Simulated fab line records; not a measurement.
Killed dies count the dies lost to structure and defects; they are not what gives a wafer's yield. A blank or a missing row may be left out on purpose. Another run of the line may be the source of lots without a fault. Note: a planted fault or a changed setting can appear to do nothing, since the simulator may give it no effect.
The tool behind it: which one? ; flow n5-finfet ; Sampling: 23 lots, 69 wafers, 6 of 1938 route steps

== WHAT THE GAUGES READ, wafer by wafer ==
The record lacks any reading of a measuring or inspecting step that a usual standard deviation could be used to judge.

== EACH LOT AND THE TOOL THAT RAN IT (in order: tool; ch and the chambers of the sampled wafers; start) ==
lot;N5_BEOL_M3_ETCH_63;N5_BEOL_M3_DESCUM_33;N5_BEOL_M3_VIA_ETCH_34;N5_BEOL_M3_ALD_84;N5_BEOL_M3_ANNEAL_49;N5_BEOL_M3_SPUTTER_86
L075;rie-diel-05 ch 0,1,3, day 7 16:58;rie-diel-01 ch 1,2,3, day 7 17:50;rie-diel-05 ch 0,3, day 8 07:07;ald-metal-01 ch 1,2,3, day 8 08:08;pvd-sputter-01, day 8 09:13;pvd-sputter-01, day 8 09:48
L074;rie-diel-01 ch 2,3, day 7 17:09;rie-diel-06 ch 0,1,3, day 7 18:03;rie-diel-01 ch 2,3, day 8 08:55;ald-metal-02 ch 0,2,3, day 8 10:11;pvd-sputter-01, day 8 11:04;pvd-sputter-01, day 8 11:38
L076;rie-diel-05 ch 0,1,3, day 7 20:22;rie-diel-05 ch 0,3, day 7 21:11;rie-diel-01 ch 1,3, day 7 21:52;ald-metal-02 ch 1,2, day 7 22:33;pvd-sputter-03, day 7 23:31;pvd-sputter-03, day 8 00:05
L077;rie-diel-01 ch 1,2,3, day 7 22:45;rie-diel-06 ch 0,2,3, day 7 23:34;rie-diel-01 ch 1,2,3, day 8 02:17;ald-metal-02 ch 2,3, day 8 03:22;pvd-sputter-01, day 8 04:54;pvd-sputter-01, day 8 05:29
L078;rie-diel-05 ch 0,1,3, day 8 03:07;rie-diel-01 ch 1,3, day 8 03:56;rie-diel-01 ch 2,3, day 8 05:35;ald-metal-01 ch 1,2,3, day 8 06:32;pvd-sputter-01, day 8 07:10;pvd-sputter-01, day 8 07:44
L080;rie-diel-06 ch 0,3, day 8 13:31;rie-diel-05 ch 0,3, day 8 14:27;rie-diel-05 ch 0,1,2, day 8 17:04;ald-metal-01 ch 2,3, day 8 17:53;pvd-sputter-03, day 8 19:37;pvd-sputter-03, day 8 20:11
L079;rie-diel-06 ch 0,1,2, day 8 14:35;rie-diel-06 ch 1,2, day 8 15:29;rie-diel-01 ch 2,3, day 8 19:15;ald-metal-02 ch 1,3, day 8 20:14;pvd-sputter-01, day 8 21:10;pvd-sputter-01, day 8 21:46
L081;rie-diel-01 ch 0,1,3, day 9 07:20;rie-diel-05 ch 0,2, day 9 08:09;rie-diel-05 ch 0,2,3, day 9 12:13;ald-metal-01 ch 0,3, day 9 13:03;pvd-sputter-02, day 9 13:45;pvd-sputter-02, day 9 14:20
L084;rie-diel-06 ch 0,2, day 10 00:01;rie-diel-05 ch 1,3, day 10 00:50;rie-diel-06 ch 0,1,2, day 10 02:04;ald-metal-04 ch 1,2,3, day 10 02:55;pvd-sputter-01, day 10 05:34;pvd-sputter-01, day 10 06:08
L083;rie-diel-05 ch 0,1,2, day 10 02:56;rie-diel-06 ch 0,1,2, day 10 03:53;rie-diel-01 ch 0,2,3, day 10 18:51;ald-metal-04 ch 2,3, day 10 19:42;pvd-sputter-01, day 10 20:18;pvd-sputter-01, day 10 20:53
L085;rie-diel-05 ch 0,2,3, day 10 08:55;rie-diel-01 ch 1,3, day 10 09:55;rie-diel-06 ch 0,1, day 10 19:01;ald-metal-01 ch 0,3, day 10 19:55;pvd-sputter-01, day 10 22:08;pvd-sputter-01, day 10 22:43
L086;rie-diel-05 ch 0,2,3, day 10 15:38;rie-diel-05 ch 0,1,3, day 10 16:27;rie-diel-06 ch 0,1,3, day 10 23:49;ald-metal-04 ch 1,2,3, day 11 00:38;pvd-sputter-01, day 11 02:58;pvd-sputter-01, day 11 03:32
L087;rie-diel-06 ch 2,3, day 10 16:19;rie-diel-05 ch 1,3, day 10 17:18;rie-diel-05 ch 1,3, day 11 04:55;ald-metal-02 ch 1,3, day 11 05:39;pvd-sputter-03, day 11 07:51;pvd-sputter-03, day 11 08:26
L088;rie-diel-06 ch 1,2, day 11 00:11;rie-diel-05 ch 0,2,3, day 11 01:07;rie-diel-06 ch 1,3, day 11 08:55;ald-metal-01 ch 1,2, day 11 09:31;pvd-sputter-03, day 11 10:14;pvd-sputter-03, day 11 10:49
L090;rie-diel-05 ch 0,2,3, day 11 00:41;rie-diel-06 ch 0,1,2, day 11 01:38;rie-diel-05 ch 1,2,3, day 11 14:00;ald-metal-02 ch 0,1,2, day 11 14:34;pvd-sputter-01, day 11 15:09;pvd-sputter-01, day 11 15:44
L089;rie-diel-06 ch 0,1,3, day 11 01:47;rie-diel-01 ch 0,2, day 11 02:44;rie-diel-01 ch 1,2,3, day 12 02:12;ald-metal-02 ch 0,2, day 12 02:45;pvd-sputter-01, day 12 03:23;pvd-sputter-01, day 12 03:58
L091;rie-diel-01 ch 2,3, day 12 17:13;rie-diel-06 ch 1,3, day 12 18:03;rie-diel-05 ch 1,3, day 12 21:25;ald-metal-04 ch 0,2,3, day 12 22:03;pvd-sputter-03, day 12 22:49;pvd-sputter-03, day 12 23:23
L093;rie-diel-01 ch 1,2, day 12 22:06;rie-diel-01 ch 1,2,3, day 12 23:01;rie-diel-05 ch 1,2,3, day 14 01:33;ald-metal-02 ch 0,2,3, day 14 02:23;pvd-sputter-02, day 14 04:34;pvd-sputter-02, day 14 05:09
L092;rie-diel-05 ch 0,1,3, day 13 00:07;rie-diel-06 ch 0,2, day 13 01:17;rie-diel-01 ch 2,3, day 14 01:40;ald-metal-04 ch 1,3, day 14 02:24;pvd-sputter-01, day 14 03:03;pvd-sputter-01, day 14 03:38
L094;rie-diel-05 ch 0,3, day 13 07:41;rie-diel-05 ch 0,1, day 13 08:38;rie-diel-06 ch 0,1,3, day 14 04:55;ald-metal-01 ch 0,1,2, day 14 05:58;pvd-sputter-02, day 14 06:35;pvd-sputter-02, day 14 07:10
L096;rie-diel-05 ch 0,3, day 14 05:56;rie-diel-05 ch 0,2,3, day 14 06:55;rie-diel-06 ch 0,1,3, day 14 11:24;ald-metal-01 ch 0,2, day 14 12:11;pvd-sputter-02, day 14 12:50;pvd-sputter-02, day 14 13:25
L095;rie-diel-06 ch 0,2,3, day 14 06:40;rie-diel-06 ch 0,1,2, day 14 07:29;rie-diel-05 ch 0,1, day 14 15:11;ald-metal-04 ch 2,3, day 14 15:52;pvd-sputter-03, day 14 16:26;pvd-sputter-03, day 14 17:01
L097;rie-diel-01 ch 0,2,3, day 14 15:49;rie-diel-05 ch 0,1,3, day 14 16:40;rie-diel-05 ch 0,1,2, day 14 18:32;ald-metal-04 ch 1,2, day 14 19:33;pvd-sputter-01, day 14 22:42;pvd-sputter-01, day 14 23:17
- N5_BEOL_M3_ETCH_63: etches SiARC in CF4, target depth 15.6 nm, time 26 s.
- N5_BEOL_M3_DESCUM_33: chemistry O2, time 7 s.
- N5_BEOL_M3_VIA_ETCH_34: etches the open film in C4F6/O2, target depth 69.4 nm, time 65.9 s.
- N5_BEOL_M3_ALD_84: deposits TaN, pulse time 2 s, purge time 3 s, co reactant purge time 2 s.
- N5_BEOL_M3_ANNEAL_49: time 240 s.
- N5_BEOL_M3_SPUTTER_86: material Cu, target thk 4.5 nm, time 8.29 s.

== WHAT THE TOOLS THEMSELVES READ (means of the sampled wafers that have a number; where no wafer has one, the mark that the record gives instead) ==
N5_BEOL_M3_ETCH_63. Usual: value, then standard deviation, for each; drypump-motor-current-A 5.6 A / 0.38; etch-rf-on-time-s 26.0 s / 1.2; oes-product-au 0.67 a.u. / 0.077; rf-fwd-power-W 531.7 W / 1.9; rf-vpp-V 183.9 V / 1.2; showerhead-plenum-p-Torr 2.14 Torr / 0.082; throttle-valve-pct 15.68 % / 0.29.
lot;tool;drypump-motor-current-A (A);etch-rf-on-time-s (s);oes-product-au (a.u.);rf-fwd-power-W (W);rf-vpp-V (V);showerhead-plenum-p-Torr (Torr);throttle-valve-pct (%);flag
L075;rie-diel-05;5.4;25.8;0.71;531.3;183.4;2.16;15.76;
L074;rie-diel-01;5.7;26.0;0.70;530.5;184.0;2.20;15.69;
L076;rie-diel-05;5.4;26.2;0.70;531.7;184.1;2.16;15.76;
L077;rie-diel-01;5.6;27.0;0.66;531.2;184.9;2.21;15.76;
L078;rie-diel-05;5.3;26.1;0.69;530.0;184.0;2.16;15.77;
L080;rie-diel-06;5.6;25.1;0.66;530.6;183.1;2.10;15.46;
L079;rie-diel-06;5.6;25.8;0.68;531.8;184.0;2.09;15.61;
L081;rie-diel-01;5.5;27.7;0.70;533.3;183.9;2.22;15.56;
L084;rie-diel-06;5.7;25.2;0.65;533.0;183.6;2.08;15.81;
L083;rie-diel-05;5.5;25.8;0.67;531.8;184.0;2.18;15.67;
L085;rie-diel-05;5.3;25.8;0.67;532.4;183.9;2.15;15.81;
L086;rie-diel-05;5.3;25.8;0.66;530.9;184.0;2.15;15.81;
L087;rie-diel-06;6.1;24.8;0.64;529.7;182.6;2.04;15.73;
L088;rie-diel-06;5.9;25.8;0.66;532.1;182.6;2.06;15.77;
L090;rie-diel-05;5.3;25.4;0.66;532.4;183.5;2.15;15.81;
L089;rie-diel-06;5.7;25.8;0.68;530.5;183.1;2.08;15.43;
L091;rie-diel-01;5.6;26.0;0.66;531.4;185.4;2.19;15.78;
L093;rie-diel-01;5.7;26.1;0.69;531.8;184.3;2.16;15.72;
L092;rie-diel-05;5.4;25.9;0.66;529.4;184.6;2.15;15.83;
L094;rie-diel-05;5.2;26.1;0.66;531.0;183.7;2.12;15.98;
L096;rie-diel-05;5.1;26.0;0.66;532.9;182.9;2.12;15.98;
L095;rie-diel-06;5.9;25.3;0.63;531.8;183.0;2.06;15.66;
L097;rie-diel-01;5.5;26.9;0.68;532.5;184.4;2.20;15.58;

N5_BEOL_M3_DESCUM_33. Usual: drypump-motor-current-A 5.6 A, standard deviation 0.37; oes-product-au 0.79 a.u., standard deviation 0.094; rf-fwd-power-W 49.31 W, standard deviation 0.19; rf-vpp-V 242.9 V, standard deviation 1.6; showerhead-plenum-p-Torr 2.07 Torr, standard deviation 0.081; throttle-valve-pct 20.4 %, standard deviation 0.33.
lot;tool;drypump-motor-current-A (A);oes-product-au (a.u.);rf-fwd-power-W (W);rf-vpp-V (V);showerhead-plenum-p-Torr (Torr);throttle-valve-pct (%);flag
L075;rie-diel-01;5.6;0.78;49.37;244.0;2.16;20.6;
L074;rie-diel-06;5.7;0.80;49.50;242.2;2.03;20.1;
L076;rie-diel-05;5.3;0.89;49.05;244.0;2.14;20.3;
L077;rie-diel-06;5.8;0.74;49.28;241.7;2.02;20.3;
L078;rie-diel-01;5.5;0.82;49.38;244.8;2.21;20.6;
L080;rie-diel-05;5.2;0.81;49.29;244.1;2.07;20.6;
L079;rie-diel-06;5.9;0.79;49.33;243.0;2.00;20.5;
L081;rie-diel-05;5.4;0.86;49.16;244.6;2.16;20.3;
L084;rie-diel-05;5.2;0.73;49.32;242.4;2.03;20.8;
L083;rie-diel-06;5.6;0.79;49.25;242.5;2.02;20.3;
L085;rie-diel-01;5.6;0.74;49.38;244.3;2.17;20.7;
L086;rie-diel-05;5.3;0.80;49.37;243.8;2.09;20.5;
L087;rie-diel-05;5.3;0.72;49.35;241.0;2.03;20.8;
L088;rie-diel-05;5.3;0.77;49.24;243.0;2.09;20.6;
L090;rie-diel-06;5.6;0.78;49.32;243.1;2.02;20.3;
L089;rie-diel-01;5.4;0.88;49.41;243.7;2.12;20.2;
L091;rie-diel-06;6.2;0.77;49.48;240.9;1.99;20.1;
L093;rie-diel-01;5.6;0.84;49.38;244.1;2.15;20.5;
L092;rie-diel-06;5.5;0.73;49.32;242.1;2.04;20.4;
L094;rie-diel-05;5.5;0.84;49.11;244.4;2.15;20.2;
L096;rie-diel-05;5.3;0.85;49.19;242.6;2.08;20.5;
L095;rie-diel-06;5.6;0.76;49.21;241.8;2.01;20.4;
L097;rie-diel-05;5.3;0.77;49.39;243.6;2.08;20.5;

N5_BEOL_M3_VIA_ETCH_34. Usual: C4F6_flow_sccm 10.00 sccm, standard deviation 0.03; drypump-motor-current-A 5.5 A, standard deviation 0.32; oes-product-au 0.79 a.u., standard deviation 0.092; rf-fwd-power-W 346.7 W, standard deviation 1.3; rf-vpp-V 669 V, standard deviation 15; showerhead-plenum-p-Torr 2.85 Torr, standard deviation 0.098; throttle-valve-pct 30.8 %, standard deviation 0.38.
lot;tool;C4F6_flow_sccm (sccm);drypump-motor-current-A (A);oes-product-au (a.u.);rf-fwd-power-W (W);rf-vpp-V (V);showerhead-plenum-p-Torr (Torr);throttle-valve-pct (%);flag
L075;rie-diel-05;10.01;5.2;0.89;347.5;669;2.92;30.8;
L074;rie-diel-01;9.99;5.7;0.82;347.4;669;2.90;31.0;
L076;rie-diel-01;9.99;5.6;0.80;346.3;684;2.96;30.8;
L077;rie-diel-01;10.02;5.6;0.77;346.4;676;2.92;30.9;
L078;rie-diel-01;9.97;5.7;0.81;346.1;669;2.91;31.0;
L080;rie-diel-05;10.01;5.5;0.80;346.4;670;2.88;30.6;
L079;rie-diel-01;10.02;5.6;0.84;346.5;676;2.95;31.0;
L081;rie-diel-05;9.98;5.3;0.78;345.9;657;2.85;30.9;
L084;rie-diel-06;10.02;5.6;0.79;346.9;670;2.77;30.7;
L083;rie-diel-01;9.98;5.5;0.85;346.2;672;2.93;31.0;
L085;rie-diel-06;10.04;5.5;0.83;347.8;665;2.78;30.6;
L086;rie-diel-06;9.97;5.7;0.78;347.5;663;2.76;30.4;
L087;rie-diel-05;10.00;5.4;0.72;346.8;661;2.80;30.9;
L088;rie-diel-06;10.00;6.1;0.78;347.1;664;2.73;30.3;
L090;rie-diel-05;10.00;5.4;0.70;346.3;653;2.79;31.0;
L089;rie-diel-01;10.01;5.6;0.85;346.3;677;2.90;30.8;
L091;rie-diel-05;9.99;5.3;0.70;346.7;649;2.76;31.3;
L093;rie-diel-05;10.00;5.4;0.79;346.2;654;2.78;31.0;
L092;rie-diel-01;10.00;5.6;0.79;347.4;674;2.93;31.0;
L094;rie-diel-06;10.00;5.7;0.76;347.6;663;2.75;30.4;
L096;rie-diel-06;9.98;5.7;0.77;347.6;663;2.75;30.4;
L095;rie-diel-05;9.98;5.5;0.77;347.6;677;2.87;30.6;
L097;rie-diel-05;10.02;5.5;0.85;346.5;669;2.86;30.6;

N5_BEOL_M3_ALD_84. Usual: heater-power-w at 406 W, with a standard deviation of 33.
lot;tool;heater-power-w (W);flag
L075;ald-metal-01;394;
L074;ald-metal-02;423;
L076;ald-metal-02;392;
L077;ald-metal-02;414;
L078;ald-metal-01;392;
L080;ald-metal-01;400;
L079;ald-metal-02;392;
L081;ald-metal-01;419;
L084;ald-metal-04;387;
L083;ald-metal-04;423;
L085;ald-metal-01;439;
L086;ald-metal-04;394;
L087;ald-metal-02;403;
L088;ald-metal-01;403;
L090;ald-metal-02;416;
L089;ald-metal-02;426;
L091;ald-metal-04;418;
L093;ald-metal-02;427;
L092;ald-metal-04;365;
L094;ald-metal-01;412;
L096;ald-metal-01;425;
L095;ald-metal-04;417;
L097;ald-metal-04;356;

N5_BEOL_M3_ANNEAL_49. Usual: heater-power-w at 831 W, with a standard deviation of 87.
lot;tool;heater-power-w (W);flag
L075;pvd-sputter-01;773;
L074;pvd-sputter-01;747;
L076;pvd-sputter-03;933;
L077;pvd-sputter-01;782;
L078;pvd-sputter-01;746;
L080;pvd-sputter-03;940;
L079;pvd-sputter-01;710;
L081;pvd-sputter-02;835;
L084;pvd-sputter-01;773;
L083;pvd-sputter-01;765;
L085;pvd-sputter-01;770;
L086;pvd-sputter-01;811;
L087;pvd-sputter-03;903;
L088;pvd-sputter-03;892;
L090;pvd-sputter-01;805;
L089;pvd-sputter-01;789;
L091;pvd-sputter-03;909;
L093;pvd-sputter-02;830;
L092;pvd-sputter-01;782;
L094;pvd-sputter-02;865;
L096;pvd-sputter-02;765;
L095;pvd-sputter-03;892;
L097;pvd-sputter-01;816;

N5_BEOL_M3_SPUTTER_86. Usual: throttle-valve-pct at 29.6 %, with a standard deviation of 0.67.
lot;tool;throttle-valve-pct (%);flag
L075;pvd-sputter-01;29.8;
L074;pvd-sputter-01;29.8;
L076;pvd-sputter-03;30.0;
L077;pvd-sputter-01;29.7;
L078;pvd-sputter-01;29.7;
L080;pvd-sputter-03;30.5;
L079;pvd-sputter-01;29.8;
L081;pvd-sputter-02;29.5;
L084;pvd-sputter-01;29.6;
L083;pvd-sputter-01;29.6;
L085;pvd-sputter-01;29.8;
L086;pvd-sputter-01;29.6;
L087;pvd-sputter-03;29.9;
L088;pvd-sputter-03;29.7;
L090;pvd-sputter-01;29.6;
L089;pvd-sputter-01;29.6;
L091;pvd-sputter-03;30.4;
L093;pvd-sputter-02;29.4;
L092;pvd-sputter-01;29.4;
L094;pvd-sputter-02;29.8;
L096;pvd-sputter-02;29.2;
L095;pvd-sputter-03;30.2;
L097;pvd-sputter-01;29.6;

== THE ANSWER, worked out from the rows above alone ==
Rule: a lot counts as off when the mean over its wafers that have a number is more than 3 standard deviations away from the usual mean. Also off: a lot with no number at a reading for which 4 or more lots have one. Any other lot the step has rows for is counted as sound. Order of review: gauges by route order, followed by the tools' own readings, for which a lot's mean as printed above is used. The first step at which some lot is off is used, and at that step the reading that is off furthest; a lot without a number counts as furthest.
Across all readings shown, no lot is off: no conclusion can be drawn from this.

== WHAT THE SIMULATOR HAD PUT IN ==
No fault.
